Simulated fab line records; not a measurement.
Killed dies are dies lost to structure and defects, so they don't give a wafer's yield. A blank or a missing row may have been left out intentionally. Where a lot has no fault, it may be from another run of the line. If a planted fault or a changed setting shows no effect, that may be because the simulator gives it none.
A lot that was struck, set against a sound lot | flow nand_harc | 24 steps out of a route of 1159
Sound: the wafers L692.1, L692.2, L692.6. Wafers struck: L706.2, L706.3, L706.5. The cause is given at the end.
For every step that has rows: the tool of each side, followed by ch and its chambers, followed by its first start. Under that, the readings that differ: sound wafers | struck wafers | difference of the means | sigmas: that difference in standard deviations of wafers without a fault.
alike: a reading whose means differ by less than 2 such deviations, as well as words and numbers matching on both sides. not compared: withheld readings; readings where some wafer has no value; bounds like >300 that might hide an equal value; numbers whose values overlap and for which the record gives no deviation.
A row with sigmas, a row that says differs or no value, or rows on one side alone: a step with any of these is where the two part. Non-overlapping numbers with no deviation appear without sigmas and do not part them. Lack of a reading on every wafer of one side parts them only where that side has two or more wafers.

NHARC_P_M1_INSPECT_27:
  sound on defect_inspect-01 at day 7 02:43; struck on defect_inspect-02 at day 10 14:30
  alike: raw_defect_count
NHARC_P_M1_PRE_CLEAN_32: time 12 s.
  sound on pecvd-04 ch 1,2, day 7 02:48; struck on pecvd-01 ch 0,1, day 10 14:35
  alike: heater_power_w
NHARC_P_M1_DEP_33: deposits SiCN, target thk 30 nm.
  sound on pecvd-04 ch 1,2, day 7 02:55; struck on pecvd-01 ch 0,1, day 10 14:41
  alike: heater_power_w
then, 8 steps without rows for these wafers: NHARC_P_M2_DEP_00 (deposits SiOC, target thk 182.5 nm); NHARC_P_M2_DEHYDRATE_01 (time 120 s); NHARC_P_M2_HMDS_02 (time 30 s); NHARC_P_M2_COAT_34 (time 65 s); NHARC_P_M2_COAT_03 (resist thk 90 nm); NHARC_P_M2_SOFTBAKE_04 (time 55 s); NHARC_P_M2_EBR_05; NHARC_P_M2_EXPOSE_06 (exposes mask P M2, target cd 170 nm).
NHARC_P_M2_PEB_07: peb time 65 s.
  sound on litho_track-06 ch 0, day 7 03:55; struck on litho_track-04 ch 0, day 10 15:50
  reading                  | sound             | struck            | difference | sigmas
  heater_power_total_W (W) | 157.1 155.9 156.4 | 180.6 180.7 180.5 | +24.1      | +59
then, 1 step without rows for these wafers: NHARC_P_M2_DEVELOP_08 (develop time 35 s).
NHARC_P_M2_CD_MEAS_09 targets a cd of 170 nm.
  sound on cd_sem-03 ch 0, day 7 03:59; struck on cd_sem-03 ch 0, day 10 15:55
  reading    | sound             | struck            | difference | sigmas
  cd_nm (nm) | 169.6 169.7 169.0 | 160.8 160.7 161.1 | -8.6       | -17
NHARC_P_M2_OVL_MEAS_10: pitch 340 nm.
  sound on overlay-02 at day 7 04:05; struck on overlay-02 at day 10 16:01
  alike: overlay_x_nm, overlay_y_nm
NHARC_P_M2_INSPECT_11:
  sound on defect_inspect-01 at day 7 04:07; struck on defect_inspect-02 at day 10 16:02
  alike: raw_defect_count
NHARC_P_M2_DESCUM_14: chemistry O2, time 3 s.
  sound on rie_diel-07 ch 2,3, day 7 04:11; struck on rie_diel-01 ch 0,1, day 10 16:06
  reading               | sound           | struck            | difference | sigmas
  model.P_M2.cd_nm (nm) | 169 169.7 169.4 | 161.1 160.9 161.4 | -8.2       |
  alike: drypump_motor_current_A, oes_product_au, rf_vpp_V, showerhead_plenum_p_Torr, throttle_valve_pct
  not compared: rf_hours_counter_h
NHARC_P_M2_ETCH_35: etches the open film in N2/H2, target depth 40 nm, overetch 12 nm, time 43.94 s.
  sound on rie_diel-07 ch 0,1,2, day 7 04:17; struck on rie_diel-01 ch 1,2, day 10 16:11
  alike: drypump_motor_current_A, oes_product_au, rf_vpp_V, showerhead_plenum_p_Torr, throttle_valve_pct
  not compared: rf_hours_counter_h
NHARC_P_M2_ETCH_15: etches the open film in C4F8/Ar, target depth 182.5 nm, time 91.2 s.
  sound: rie_diel-07 ch 0,1,3; struck: rie_diel-01 ch 1,2,3
  alike: oes_product_au, rf_vpp_V
  not compared: rf_hours_counter_h
NHARC_P_M2_CD_MEAS_16:
  sound on cd_sem-02 at day 7 04:29; struck on cd_sem-03 at day 10 16:25
  reading    | sound             | struck            | difference | sigmas
  cd_nm (nm) | 168.8 169.9 169.1 | 161.1 160.4 161.3 | -8.3       | -14
NHARC_P_M2_STRIP_18: strips in N2/H2.
  sound on rie_diel-07 ch 0,1,2, day 7 04:34; struck on rie_diel-07 ch 2,3, day 10 16:31
  alike: drypump_motor_current_A, oes_product_au, rf_vpp_V, showerhead_plenum_p_Torr, throttle_valve_pct
  not compared: rf_hours_counter_h
NHARC_P_M2_ETCH_28: etches the open film in CF4/N2, target depth 30 nm, time 72.99 s.
  sound: rie_diel-07 ch 0,1,2; struck: rie_diel-07 ch 0,1,2
  reading               | sound         | struck            | difference | sigmas
  model.P_M2.cd_nm (nm) | 169 170 169.6 | 160.9 160.3 161.2 | -8.7       |
  alike: cf4_flow_sccm, drypump_motor_current_A, oes_product_au, rf_vpp_V, showerhead_plenum_p_Torr, throttle_valve_pct
  not compared: rf_hours_counter_h
then, 1 step without rows for these wafers: NHARC_P_M2_STRIP_19 (strips in post etch residue remover, time 600 s).
-- break in the record here, with 14 days between the starts of the struck wafers on either side (left off in module P_M2, picked up again in module END, where the first step shown is number 1159 on the route) --
NHARC_END_SORT_01:
  at this point the record logs the struck wafers (prober-02 ch 0, day 24 05:24) and has no rows for the sound ones

## WHERE THEY PART
First at NHARC_P_M2_PEB_07; last, within this record, at NHARC_END_SORT_01.

WHY: the cause the simulator had injected
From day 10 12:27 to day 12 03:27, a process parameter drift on litho_track-04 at NHARC_P_M2_PEB_07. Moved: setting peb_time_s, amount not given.
